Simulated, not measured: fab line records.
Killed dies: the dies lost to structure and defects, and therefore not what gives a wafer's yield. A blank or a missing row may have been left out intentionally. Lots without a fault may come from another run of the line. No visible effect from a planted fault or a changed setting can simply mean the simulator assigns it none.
Split-lot study + flow n5 finfet + 7 lots, 39 wafers read, on a route of 1938 steps

## THE SPLIT
At N5_HKMG_FIN_ETCH_31 (etches SiARC in CF4, target depth 45.5 nm, time 75.8 s), the setting bias w was moved away from the recipe's 36 W on 15 of the 39 wafers read, by -12.6% to +17.0%. For the rest of the wafers, this setting stayed at what the recipe calls for.

The split's own step is where the reading is taken.

## THE READING
rf vpp V, in V, at N5_HKMG_FIN_ETCH_31 (etches SiARC in CF4, target depth 45.5 nm, time 75.8 s). Typical for fault-free wafers on this fab line: 184.5 V, with standard deviation 1.2 V.

| wafer  | tool, chamber at the split | bias w as run, W | against the recipe | rf vpp V, V | against lot-mates on the recipe |
|--------|----------------------------|------------------|--------------------|-------------|---------------------------------|
| L080.3 | rie diel-06, 1             | 36               | recipe             | 185.1       | -                               |
| L080.5 | rie diel-06, 0             | 36               | recipe             | 183.9       | -                               |
| L080.6 | rie diel-06, 1             | 36               | recipe             | 185.2       | -                               |
| L081.1 | rie diel-03, 0             | 36               | recipe             | 184.3       | -                               |
| L081.2 | rie diel-03, 3             | 36               | recipe             | 183.0       | -                               |
| L081.3 | rie diel-03, 1             | 36               | recipe             | 186.0       | -                               |
| L081.4 | rie diel-03, 2             | 36               | recipe             | 185.3       | -                               |
| L081.5 | rie diel-03, 0             | 36               | recipe             | 184.9       | -                               |
| L081.6 | rie diel-03, 3             | 36               | recipe             | 183.5       | -                               |
| L084.1 | rie diel-06, 0             | 37.98            | +5.5%              | 191.0       | +7.5                            |
| L084.2 | rie diel-06, 1             | 37.98            | +5.5%              | 190.8       | +7.3                            |
| L084.3 | rie diel-06, 3             | 36               | recipe             | 182.8       | -                               |
| L084.4 | rie diel-06, 2             | 37.98            | +5.5%              | 190.1       | +6.6                            |
| L084.5 | rie diel-06, 2             | 36               | recipe             | 184.4       | -                               |
| L084.6 | rie diel-06, 3             | 36               | recipe             | 183.3       | -                               |
| L086.1 | rie diel-06, 0             | 36               | recipe             | 183.9       | -                               |
| L086.2 | rie diel-06, 2             | 36               | recipe             | 184.5       | -                               |
| L086.3 | rie diel-06, 1             | 40.13            | +11.5%             | 197.5       | +13.0                           |
| L086.4 | rie diel-06, 0             | 40.13            | +11.5%             | 198.4       | +13.9                           |
| L086.5 | rie diel-06, 2             | 40.13            | +11.5%             | 197.0       | +12.5                           |
| L086.6 | rie diel-06, 1             | 36               | recipe             | 185.0       | -                               |
| L091.1 | rie diel-03, 2             | 39.66            | +10.2%             | 197.4       | +12.9                           |
| L091.2 | rie diel-03, 1             | 39.66            | +10.2%             | 195.5       | +11.0                           |
| L091.3 | rie diel-03, 3             | 36               | recipe             | 183.5       | -                               |
| L091.4 | rie diel-03, 0             | 39.66            | +10.2%             | 196.5       | +12.0                           |
| L091.5 | rie diel-03, 1             | 36               | recipe             | 184.9       | -                               |
| L091.6 | rie diel-03, 0             | 36               | recipe             | 185.1       | -                               |
| L094.1 | rie diel-06, 0             | 42.13            | +17.0%             | 204.7       | +19.3                           |
| L094.2 | rie diel-06, 3             | 36               | recipe             | 186.2       | -                               |
| L094.3 | rie diel-06, 1             | 42.13            | +17.0%             | 204.9       | +19.5                           |
| L094.4 | rie diel-06, 3             | 36               | recipe             | 185.1       | -                               |
| L094.5 | rie diel-06, 1             | 42.13            | +17.0%             | 205.6       | +20.2                           |
| L094.6 | rie diel-06, 0             | 36               | recipe             | 185.0       | -                               |
| L097.1 | rie diel-06, 1             | 31.47            | -12.6%             | 171.0       | -13.7                           |
| L097.2 | rie diel-06, 3             | 31.47            | -12.6%             | 167.7       | -17.0                           |
| L097.3 | rie diel-06, 2             | 36               | recipe             | 183.9       | -                               |
| L097.4 | rie diel-06, 0             | 31.47            | -12.6%             | 169.7       | -15.0                           |
| L097.5 | rie diel-06, 3             | 36               | recipe             | 185.6       | -                               |
| L097.6 | rie diel-06, 0             | 36               | recipe             | 184.6       | -                               |

FIT RESULTS
A straight line over all 39 wafers: rf vpp V changes by +1.19 V for each +1% of bias w; r = +0.99; the points scatter about the line by 0.9 V.
The same after taking each lot's own level away (the mean of its wafers on the recipe; 39 wafers): +1.18 V for each +1%; r = +1.00; scatter 0.82 V.
According to that fit, moving bias w by its largest amount changes the reading by 20 V.
The lots' own levels span 183.50 to 185.43 V, that is 1.6 times the standard deviation above.
Hence the lot-to-lot level has little effect on the slope; both slopes agree.
Check: +20.1 V against its lot-mates is what the line predicts for one of the wafers moved furthest among these (+17.0%) when that wafer is left out of the fit. Against them it came out at +19.3 V.
Tool readings at the split's step, against how far the setting was moved: rf vpp V r = +0.99.

## THE OTHER SPLITS THESE WAFERS WENT THROUGH
Other splits were also applied to these wafers ahead of the reading. Each is held against what the fit with the lots' levels taken away leaves over:
| other split on the same wafers | wafers away from the commonest value | r with rf vpp V (lot level and that fit taken away) |
|--------------------------------|--------------------------------------|-----------------------------------------------------|
| N5_DUMMY_GATE_ETCH_37 source w | 18                                   | +0.05                                               |
| N5_SD_EPI_N_EPI_21 time s      | 15                                   | -0.16                                               |

## THE FILE'S OWN FIT
rf vpp V changes by +1.17 V for each +1% of bias w, r = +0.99.
